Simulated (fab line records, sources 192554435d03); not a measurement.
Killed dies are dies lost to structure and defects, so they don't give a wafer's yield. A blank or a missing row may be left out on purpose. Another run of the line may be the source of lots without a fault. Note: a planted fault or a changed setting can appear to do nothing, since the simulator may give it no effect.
A lot that was struck, set against a sound lot ; flow n5-finfet ; 32 out of 1938 route steps
Sound: these wafers, L995.1, L995.3, L995.4. Struck: wafer L105.1. (L105.5, L105.6 of the same lot were not struck and are left out.) The cause comes at the end.
For every step that has rows: the tool of each side, followed by ch and its chambers, followed by its first start. Under that, the readings that differ: sound wafers ; struck wafers ; difference of the means ; sigmas: that difference in standard deviations of wafers without a fault.
alike: same words and numbers on both sides, and readings whose means sit less than 2 such deviations apart. not compared: any withheld reading, any reading some wafer has no value for, any bound like >300 that may hide the same value, and any number with overlapping values for which the record gives no deviation.
A row with sigmas, a row that says differs or no value, or rows on one side alone: a step with any of these is where the two part. When numbers do not overlap yet have no deviation, they are printed without sigmas and do not part them. A reading that every wafer of one side lacks parts them only if that side has two wafers or more.

first, 3 steps without rows for these wafers: N5_BEOL_M0_CUTY_STRIP_64 (strips in N2/H2); N5_BEOL_M0_ETCH_138 (etches SiCN in CH3F/O2, target depth 12 nm, time 31.6 s); N5_BEOL_M0_HM_OPEN_105 (chemistry Cl2/BCl3, target TiN, target depth 12 nm).
N5_BEOL_M0_STRIP_140: strips in CF4.
  sound on rie-diel-01 ch 0,2,3, day 6 05:58; struck on rie-diel-01 ch 0, day 8 21:15
  alike: drypump-motor-current-A, oes-product-au, rf-vpp-V, showerhead-plenum-p-Torr, throttle-valve-pct
  not compared: rf-hours-counter-h
N5_BEOL_M0_STRIP_104: strips in N2/H2.
  sound on rie-diel-01 ch 0,2,3, day 6 05:59; struck on rie-diel-01 ch 0, day 8 21:16
  alike: drypump-motor-current-A, oes-product-au, rf-vpp-V, showerhead-plenum-p-Torr, throttle-valve-pct
  not compared: rf-hours-counter-h
then, 4 steps without rows for these wafers: N5_BEOL_M0_WET_ETCH_106 (etches SiO2 in DHF, target depth 130 nm, rinse time 30 s); N5_BEOL_M0_ETCH_128 (etches SiCN in CF4/N2, target depth 12 nm, overetch 5.1 nm, time 21.4 s); N5_BEOL_M0_TRENCH_ETCH_107 (etches SiOC in C4F6/O2, target depth 32.8 nm, time 16.4 s); N5_BEOL_M0_STRIP_142 (strips in N2/H2, time 10 s).
N5_BEOL_M0_OCD_MEAS_108:
  sound: ocd-02 at day 6 06:16; struck: ocd-01 at day 8 21:32
  alike: trench-depth-nm
then, 2 steps without rows for these wafers: N5_BEOL_M0_HM_STRIP_129 (strips TiN in peroxide tin strip, target depth 17 nm, time 108 s); N5_BEOL_M0_SRD_130 (time 30 s).
N5_BEOL_M0_ETCH_109: etches SiCN in CH3F/O2, target depth 8 nm, overetch 2.4 nm, time 27.4 s.
  sound on rie-diel-01 ch 0,2,3, day 6 06:38; struck on rie-diel-01 ch 3, day 8 22:20
reading;sound;struck;difference;sigmas
rf-hours-counter-h (h);211 150 88;235;+85;
model.SiOC_of_BEOL_M0_SAQP_ILD_DEP_01.thk-nm (nm);41.6 42.4 42.6;40.6;-1.6;
  alike: drypump-motor-current-A, oes-product-au, rf-vpp-V, showerhead-plenum-p-Torr, throttle-valve-pct
then, 8 steps without rows for these wafers: N5_BEOL_M0_STRIP_139 (strips in post etch residue remover, time 60 s); N5_BEOL_M0_SRD_111 (time 30 s); N5_BEOL_M0_DEGAS_112 (time 60 s); N5_BEOL_M0_PRE_CLEAN_113 (time 30 s); N5_BEOL_M0_ALD_136 (deposits TaN, pulse time 2 s, purge time 3 s, co reactant purge time 2 s); N5_BEOL_M0_SURFACE_TREAT_137; N5_BEOL_M0_CVD_115 (deposits Co from CCTBA/H2, time 120 s); N5_BEOL_M0_SPUTTER_116 (material Cu, target thk 4 nm, time 7.37 s).
N5_BEOL_M0_ANNEAL_117: time 60 s.
  sound: pvd-sputter-01 at day 6 07:50; struck: pvd-sputter-03 at day 9 01:44
  alike: heater-power-w
then, 3 steps without rows for these wafers: N5_BEOL_M0_SPUTTER_132 (material Cu, target thk 4 nm, time 7.37 s); N5_BEOL_M0_ANNEAL_133 (time 60 s); N5_BEOL_M0_SPUTTER_134 (material Cu, target thk 4 nm, time 7.37 s).
N5_BEOL_M0_ANNEAL_135: time 60 s.
  sound: pvd-sputter-01 at day 6 08:05; struck: pvd-sputter-03 at day 9 01:59
  alike: heater-power-w
then, 2 steps without rows for these wafers: N5_BEOL_M0_SPUTTER_141 (material Cu, target thk 4 nm, time 7.37 s); N5_BEOL_M0_ECD_118 (material Cu, target thk 300 nm).
N5_BEOL_M0_ANNEAL_119: time 90 s.
  sound on rtp-anneal-02 ch 0, day 6 08:29; struck on rtp-anneal-01 ch 0, day 9 02:13
  alike: wafer_temp_C_max
N5_BEOL_M0_CMP_120: polishes, stops on SiOC, t overpolish 6.9 s.
  sound on cmp-04 ch 1,2,3, day 6 08:47; struck on cmp-01 ch 2, day 9 02:35
reading;sound;struck;difference;sigmas
model.SiOC_of_BEOL_M0_SAQP_ILD_DEP_01.thk-nm (nm);38.4 39.4 39.6;37.6;-1.5;
  alike: barrier-field-endpoint-s, head-pressure-psi, motor-current-A, overpolish-run-s, time-to-endpoint-s
-- a jump in the record: the struck wafers' starts before and after are 2 days apart (it breaks off in module BEOL_M0 and resumes in module BEOL_M4, where the first step shown is number 1111 of the route) --
N5_BEOL_M4_RC_MEAS_101:
  sound on prober-01 ch 0, day 8 07:22; struck on prober-01 ch 0, day 11 06:03
  alike: DIBL_N, DIBL_P, IOFF_N, IOFF_P, ION_N, ION_P, SS_N, SS_P, VT_N, VT_P
-- here the record skips 4 days between the struck wafers' starts before and after, leaving off in module BEOL_M4 and picking up in module PASSIVATION (first step shown: number 1936 of the route) --
N5_PASSIVATION_PROBE_49:
  rows exist in the record for the struck wafers here (prober-02, day 15 16:02), but not for the sound ones

== WHERE THEY PART ==
Only at N5_PASSIVATION_PROBE_49, as far as this record shows.

WHY: whatever the simulator had introduced
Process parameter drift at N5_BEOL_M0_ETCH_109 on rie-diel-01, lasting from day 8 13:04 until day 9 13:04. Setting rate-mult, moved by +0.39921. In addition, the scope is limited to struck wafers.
